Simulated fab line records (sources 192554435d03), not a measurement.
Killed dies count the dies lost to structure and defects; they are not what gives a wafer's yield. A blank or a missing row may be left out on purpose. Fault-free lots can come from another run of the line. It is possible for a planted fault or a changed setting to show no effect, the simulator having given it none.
Chamber matching	flow n5Finfet	rieDiel-04 running N5_BEOL_M2_VIA_ETCH_34: 4 sister chambers
The step etches the open film in C4F6/O2, target depth 69.4 nm, time 65.9 s. 7 wafers are shown with their chamber, then 7 later ones without.

== WAFERS, EACH WITH ITS CHAMBER ==
wafer	chamber	drypumpMotorCurrentA (A)	showerheadPlenumPTorr (Torr)
L084.2	2	6.0	2.87
L084.4	0	5.1	2.69
L085.2	2	6.0	2.87
L085.3	1	5.9	2.76
L085.4	3	5.0	2.86
L087.2	1	5.8	2.75
L087.4	3	5.0	2.86

== WAFERS WITH NO CHAMBER GIVEN ==
wafer	drypumpMotorCurrentA (A)	showerheadPlenumPTorr (Torr)
L087.5	6.0	2.87
L094.1	5.0	2.86
L094.2	6.0	2.87
L094.3	5.1	2.68
L097.4	5.8	2.74
L097.5	5.0	2.85
L097.6	6.0	2.86

== EACH ONE'S CHAMBER ==
wafer	from the rows above	in truth
L087.5	2	2
L094.1	3	3
L094.2	2	2
L094.3	0	0
L097.4	1	1
L097.5	3	3
L097.6	2	2
Placed correctly: 7 of 7. From these rows, 0 cannot be placed. Placed wrongly: 0.
How it was worked out, from the rows above alone: a wafer's distance from a chamber is the root of the sum, over the readings, of the square of ((its reading less the chamber's mean) divided by the reading's scatter). The wafer belongs to the nearest chamber; if the next one is less than 2 further off, it can't be placed. For every chamber, the mean is computed from those of its wafers that are shown. The scatter: take each reading less its chamber's mean, square it, sum over the shown wafers, divide by the number of wafers less the number of chambers, and take the root.
